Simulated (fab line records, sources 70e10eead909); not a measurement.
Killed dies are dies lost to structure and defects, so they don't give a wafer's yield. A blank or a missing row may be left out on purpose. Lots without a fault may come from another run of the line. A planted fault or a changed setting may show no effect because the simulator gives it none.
Which tool did it? | flow nand_harc | 13 lots, 37 wafers sampled, at 6 steps of a route of 1302

WHAT THE GAUGES READ, wafer by wafer
NHARC_A_SOURCE_PLATE_INSPECT_08. Usual: raw_defect_count 60, standard deviation 27.
lot  | measured     | on                | raw_defect_count | flag
L925 | day 9 01:09  | defect_inspect-02 | 69 79 52         |
L926 | day 9 09:34  | defect_inspect-01 | 41 77 101        |
L927 | day 9 19:14  | defect_inspect-02 | 94 33            |
L930 | day 11 04:41 | defect_inspect-02 | 53 46            |
L933 | day 12 18:53 | defect_inspect-02 | 43 124 44        |
L937 | day 13 16:47 | defect_inspect-01 | 56 55 50         |
L936 | day 13 16:47 | defect_inspect-02 | 47 18 39         |
L935 | day 13 16:48 | defect_inspect-01 | 50 24 35         |
L938 | day 14 13:46 | defect_inspect-02 | 98 103 117       |
L940 | day 15 06:59 | defect_inspect-02 | 41 38 34         |
L941 | day 15 16:44 | defect_inspect-02 | 52 44 53         |
L942 | day 16 04:23 | defect_inspect-02 | 37 78 49         |
L944 | day 17 04:21 | defect_inspect-01 | 99 57 61         |

NHARC_A_ONON_D1_THK_MEAS_21: measures by ellipsometry. Usual: thk_nm 998 nm, standard deviation 9.5.
lot  | measured     | on            | thk_nm (nm)    | flag
L925 | day 9 12:32  | film_metro-02 | 979 980 980    |
L926 | day 9 21:08  | film_metro-02 | 1009 1011 1009 |
L927 | day 10 06:46 | film_metro-02 | 1012 1010      |
L930 | day 11 15:53 | film_metro-01 | 990 991        |
L933 | day 13 05:56 | film_metro-02 | 992 993 994    |
L937 | day 14 04:46 | film_metro-01 | 999 1001 999   |
L936 | day 14 04:46 | film_metro-02 | 999 997 997    |
L935 | day 14 04:47 | film_metro-02 | 1003 1005 1004 |
L938 | day 15 04:16 | film_metro-02 | 999 999 998    |
L940 | day 15 21:12 | film_metro-02 | 999 999 1001   |
L941 | day 16 04:20 | film_metro-02 | 991 991 992    |
L942 | day 16 15:32 | film_metro-01 | 1003 1003 1002 |
L944 | day 17 16:25 | film_metro-02 | 1002 1000 1003 |

NHARC_A_ONON_D1_THK_MEAS_27: measures by ellipsometry. Usual: thk_nm 997 nm, standard deviation 9.9.
lot  | measured     | on            | thk_nm (nm)    | flag
L925 | day 9 13:40  | film_metro-02 | 996 995 995    |
L926 | day 9 22:16  | film_metro-02 | 1242 1242 1002 | OFF
L927 | day 10 07:54 | film_metro-01 | 1228 1227      | OFF
L930 | day 11 17:01 | film_metro-02 | 978 1217       | OFF
L933 | day 13 07:04 | film_metro-01 | 1005 1005 1006 |
L937 | day 14 05:54 | film_metro-01 | 992 994 994    |
L936 | day 14 05:53 | film_metro-02 | 997 996 997    |
L935 | day 14 05:55 | film_metro-02 | 1015 1017 1017 |
L938 | day 15 05:24 | film_metro-02 | 995 996 996    |
L940 | day 15 22:20 | film_metro-02 | 1000 1000 999  |
L941 | day 16 05:29 | film_metro-01 | 989 988 990    |
L942 | day 16 16:40 | film_metro-01 | 985 986 986    |
L944 | day 17 17:32 | film_metro-01 | 996 994 993    |

NHARC_END_SORT_01. Usual: killed_at_array 56, standard deviation 19; killed_at_other 0.8, standard deviation 1.1; killed_at_periphery 3.4, standard deviation 2.5; killed_dies 60, standard deviation 19; killed_open 2.9, standard deviation 1.7; killed_short 2.4, standard deviation 1.6.
lot  | measured     | on        | killed_at_array | killed_at_other | killed_at_periphery | killed_dies | killed_open | killed_short | flag
L926 | day 26 04:05 | prober-01 | 677 677 65      | 0 0 0           | 0 0 4               | 677 677 69  | 2 1 3       | 2 1 2        | OFF
L927 | day 27 10:01 | prober-01 | 675 672         | 1 3             | 1 2                 | 677 677     | 4 3         | 2 4          | OFF
L930 | day 28 01:08 | prober-02 | 94 672          | 0 0             | 3 5                 | 97 677      | 4 5         | 2 3          | OFF

WHICH TOOL RAN EACH LOT (tool, then ch and the chambers of the sampled wafers, then the start)
lot  | NHARC_A_ONON_D1_DEP_25           | NHARC_A_CHANNEL_HOLE_D1_DESCUM_15
L925 | pecvd_onon-03 ch 0, day 9 13:10  | rie_diel-05 ch 0,1, day 9 17:50
L926 | pecvd_onon-03 ch 0, day 9 21:56  | rie_diel-09 ch 0, day 10 05:55
L927 | pecvd_onon-03 ch 0, day 10 07:34 | -
L930 | pecvd_onon-03 ch 0, day 11 16:30 | rie_diel-05 ch 0, day 12 02:23
L933 | pecvd_onon-02 ch 0, day 13 06:34 | rie_diel-05 ch 0,1,2, day 13 15:05
L937 | pecvd_onon-02 ch 0, day 14 05:27 | rie_diel-12 ch 1,2, day 14 10:05
L936 | pecvd_onon-03 ch 0, day 14 05:30 | rie_diel-05 ch 0,3, day 14 09:47
L935 | pecvd_onon-01 ch 0, day 14 05:23 | rie_diel-05 ch 0,3, day 14 10:16
L938 | pecvd_onon-03 ch 0, day 15 04:54 | rie_diel-05 ch 1,2, day 15 09:19
L940 | pecvd_onon-03 ch 0, day 15 21:50 | rie_diel-05 ch 1,2,3, day 16 02:37
L941 | pecvd_onon-03 ch 0, day 16 04:58 | rie_diel-05 ch 1,3, day 16 10:08
L942 | pecvd_onon-01 ch 0, day 16 16:16 | rie_diel-05 ch 1,2,3, day 16 21:48
L944 | pecvd_onon-03 ch 0, day 17 17:05 | rie_diel-05 ch 0,3, day 17 22:08
- NHARC_A_ONON_D1_DEP_25: target thk 1000 nm.
- NHARC_A_CHANNEL_HOLE_D1_DESCUM_15: chemistry O2, time 3 s.

WHAT THE TOOLS THEMSELVES READ (means of the sampled wafers that have a number; where no wafer has one, the mark that the record gives instead)
NHARC_A_CHANNEL_HOLE_D1_DESCUM_15. Usual: drypump_motor_current_A 5.6 A, standard deviation 0.41; mfc_ar_sccm 0.008 sccm, standard deviation 0.008; oes_product_au 0.999 a.u., standard deviation 0.012; rf_vpp_V 57.8 V, standard deviation 0.87; showerhead_plenum_p_Torr 1.90 Torr, standard deviation 0.082; throttle_valve_pct 11.310 %, standard deviation 0.0089.
lot  | tool        | drypump_motor_current_A (A) | mfc_ar_sccm (sccm) | oes_product_au (a.u.) | rf_vpp_V (V) | showerhead_plenum_p_Torr (Torr) | throttle_valve_pct (%) | flag
L925 | rie_diel-05 | 5.4                         | 0.001              | 0.995                 | 57.4         | 1.89                            | 11.315                 |
L926 | rie_diel-09 | 5.9                         | 0.000              | 0.996                 | 56.7         | 2.00                            | 11.311                 |
L930 | rie_diel-05 | 5.3                         | 0.000              | 1.011                 | 58.2         | 2.00                            | 11.309                 |
L933 | rie_diel-05 | 5.7                         | 0.005              | 1.001                 | 57.6         | 1.87                            | 11.319                 |
L937 | rie_diel-12 | 5.7                         | 0.005              | 1.014                 | 58.4         | 1.97                            | 11.306                 |
L936 | rie_diel-05 | 5.2                         | 0.008              | 1.012                 | 58.6         | 1.94                            | 11.301                 |
L935 | rie_diel-05 | 5.2                         | 0.008              | 1.002                 | 57.6         | 1.94                            | 11.316                 |
L938 | rie_diel-05 | 6.0                         | 0.009              | 0.996                 | 57.6         | 1.81                            | 11.316                 |
L940 | rie_diel-05 | 5.7                         | 0.009              | 0.996                 | 57.5         | 1.84                            | 11.314                 |
L941 | rie_diel-05 | 5.4                         | 0.005              | 0.999                 | 57.0         | 1.85                            | 11.319                 |
L942 | rie_diel-05 | 5.7                         | 0.009              | 0.998                 | 57.0         | 1.84                            | 11.309                 |
L944 | rie_diel-05 | 5.2                         | 0.008              | 0.998                 | 57.9         | 1.94                            | 11.320                 |

THE ANSWER, worked out from the rows above alone
Rule: a lot is off if the mean of its wafers that have a number lies more than 3 standard deviations from the usual mean. A lot without any number at a reading at which 4 lots or more have one is off too. The other lots that the step has rows for count as sound. The gauges are gone through in route order, then the tools' own readings, and for those a lot's mean is taken as printed above. The first step at which some lot is off is used, and at that step the reading that is off furthest; a lot without a number counts as furthest.
Off: L926, L927, L930, at NHARC_A_ONON_D1_THK_MEAS_27 (thk_nm).
A tool fits if, at a process step before that reading, it ran every lot that is off, and no sound lot after the first of them. The gauges at NHARC_A_ONON_D1_THK_MEAS_27 aren't tried: what is off there is off at NHARC_END_SORT_01 too, on other tools, and a gauge's error can't cause that. None of those tried fits.

WHAT THE SIMULATOR HAD PUT IN
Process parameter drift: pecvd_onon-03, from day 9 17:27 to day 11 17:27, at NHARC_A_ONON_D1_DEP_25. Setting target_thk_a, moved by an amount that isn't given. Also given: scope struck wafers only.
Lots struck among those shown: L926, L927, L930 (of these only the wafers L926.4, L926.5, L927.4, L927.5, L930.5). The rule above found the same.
